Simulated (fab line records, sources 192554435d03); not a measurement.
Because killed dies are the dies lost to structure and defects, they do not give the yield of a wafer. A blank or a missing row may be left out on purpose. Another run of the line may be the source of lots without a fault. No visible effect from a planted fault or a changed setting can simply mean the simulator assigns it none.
Chamber matching :: flow n5-finfet :: 3 sister chambers for N5_BEOL_M1_PECVD_72 on pecvd-02
The step deposits SiO2 from TEOS/O2, target thk 16 nm, time 18 s. 18 wafers are shown with their chamber, then 9 later ones without.

== WAFERS, EACH WITH ITS CHAMBER ==
wafer: L077.1
chamber: 1
showerhead-plenum-p-Torr (Torr): 8.75
throttle-valve-pct (%): 22.0
showerhead-vpp-V (V): 1292

wafer: L077.2
chamber: 0
showerhead-plenum-p-Torr (Torr): 8.68
throttle-valve-pct (%): 22.3
showerhead-vpp-V (V): 1366

wafer: L077.5
chamber: 1
showerhead-plenum-p-Torr (Torr): 8.73
throttle-valve-pct (%): 21.9
showerhead-vpp-V (V): 1299

wafer: L078.1
chamber: 2
showerhead-plenum-p-Torr (Torr): 8.82
throttle-valve-pct (%): 20.6
showerhead-vpp-V (V): 1360

wafer: L078.4
chamber: 0
showerhead-plenum-p-Torr (Torr): 8.67
throttle-valve-pct (%): 22.3
showerhead-vpp-V (V): 1350

wafer: L078.6
chamber: 1
showerhead-plenum-p-Torr (Torr): 8.73
throttle-valve-pct (%): 22.1
showerhead-vpp-V (V): 1292

wafer: L080.2
chamber: 2
showerhead-plenum-p-Torr (Torr): 8.83
throttle-valve-pct (%): 20.5
showerhead-vpp-V (V): 1374

wafer: L080.4
chamber: 0
showerhead-plenum-p-Torr (Torr): 8.67
throttle-valve-pct (%): 22.0
showerhead-vpp-V (V): 1352

wafer: L080.5
chamber: 1
showerhead-plenum-p-Torr (Torr): 8.73
throttle-valve-pct (%): 21.8
showerhead-vpp-V (V): 1302

wafer: L081.4
chamber: 1
showerhead-plenum-p-Torr (Torr): 8.75
throttle-valve-pct (%): 21.9
showerhead-vpp-V (V): 1307

wafer: L081.5
chamber: 2
showerhead-plenum-p-Torr (Torr): 8.81
throttle-valve-pct (%): 20.7
showerhead-vpp-V (V): 1355

wafer: L081.6
chamber: 0
showerhead-plenum-p-Torr (Torr): 8.67
throttle-valve-pct (%): 22.4
showerhead-vpp-V (V): 1349

wafer: L089.1
chamber: 1
showerhead-plenum-p-Torr (Torr): 8.77
throttle-valve-pct (%): 21.6
showerhead-vpp-V (V): 1296

wafer: L089.4
chamber: 1
showerhead-plenum-p-Torr (Torr): 8.73
throttle-valve-pct (%): 21.6
showerhead-vpp-V (V): 1285

wafer: L089.6
chamber: 0
showerhead-plenum-p-Torr (Torr): 8.69
throttle-valve-pct (%): 22.2
showerhead-vpp-V (V): 1358

wafer: L088.2
chamber: 1
showerhead-plenum-p-Torr (Torr): 8.74
throttle-valve-pct (%): 21.9
showerhead-vpp-V (V): 1289

wafer: L088.4
chamber: 0
showerhead-plenum-p-Torr (Torr): 8.66
throttle-valve-pct (%): 22.4
showerhead-vpp-V (V): 1322

wafer: L088.6
chamber: 1
showerhead-plenum-p-Torr (Torr): 8.76
throttle-valve-pct (%): 22.0
showerhead-vpp-V (V): 1277

SIGNATURES, as means of the wafers listed above
reading: showerhead-plenum-p-Torr
chamber 0: 8.6733
chamber 1: 8.7433
chamber 2: 8.8200
scatter within a chamber: 0.013

reading: throttle-valve-pct
chamber 0: 22.267
chamber 1: 21.867
chamber 2: 20.600
scatter within a chamber: 0.158

reading: showerhead-vpp-V
chamber 0: 1349.50
chamber 1: 1293.22
chamber 2: 1363.00
scatter within a chamber: 11.4
Rule: for each reading, subtract the chamber's mean from the wafer's reading, divide by that reading's scatter and square the result; add these up over the readings and take the root, which gives the wafer's distance from the chamber. If the next closest chamber is less than 2 further off than the closest, the wafer can't be placed; otherwise it belongs to the closest. The scatter: take each reading less its chamber's mean, square it, sum over the shown wafers, divide by the number of wafers less the number of chambers, and take the root.

== WAFERS WHOSE CHAMBER IS MISSING ==
wafer: L090.2
showerhead-plenum-p-Torr (Torr): 8.84
throttle-valve-pct (%): 20.9
showerhead-vpp-V (V): 1356

wafer: L090.4
showerhead-plenum-p-Torr (Torr): 8.73
throttle-valve-pct (%): 21.4
showerhead-vpp-V (V): 1274

wafer: L090.6
showerhead-plenum-p-Torr (Torr): 8.67
throttle-valve-pct (%): 22.5
showerhead-vpp-V (V): 1370

wafer: L095.2
showerhead-plenum-p-Torr (Torr): 8.83
throttle-valve-pct (%): 21.0
showerhead-vpp-V (V): 1376

wafer: L095.5
showerhead-plenum-p-Torr (Torr): 8.75
throttle-valve-pct (%): 22.0
showerhead-vpp-V (V): 1298

wafer: L095.6
showerhead-plenum-p-Torr (Torr): 8.68
throttle-valve-pct (%): 22.3
showerhead-vpp-V (V): 1382

wafer: L096.2
showerhead-plenum-p-Torr (Torr): 8.79
throttle-valve-pct (%): 20.9
showerhead-vpp-V (V): 1357

wafer: L096.4
showerhead-plenum-p-Torr (Torr): 8.83
throttle-valve-pct (%): 21.2
showerhead-vpp-V (V): 1380

wafer: L096.5
showerhead-plenum-p-Torr (Torr): 8.68
throttle-valve-pct (%): 22.5
showerhead-vpp-V (V): 1349

== EACH ONE'S CHAMBER ==
wafer: L090.2
from the rows above: 2
in truth: 2

wafer: L090.4
from the rows above: 1
in truth: 1

wafer: L090.6
from the rows above: 0
in truth: 0

wafer: L095.2
from the rows above: 2
in truth: 2

wafer: L095.5
from the rows above: 1
in truth: 1

wafer: L095.6
from the rows above: 0
in truth: 0

wafer: L096.2
from the rows above: 2
in truth: 2

wafer: L096.4
from the rows above: 2
in truth: 2

wafer: L096.5
from the rows above: 0
in truth: 0
Correctly placed: 9 of 9. Not placeable from these rows: 0. Wrongly placed: 0.
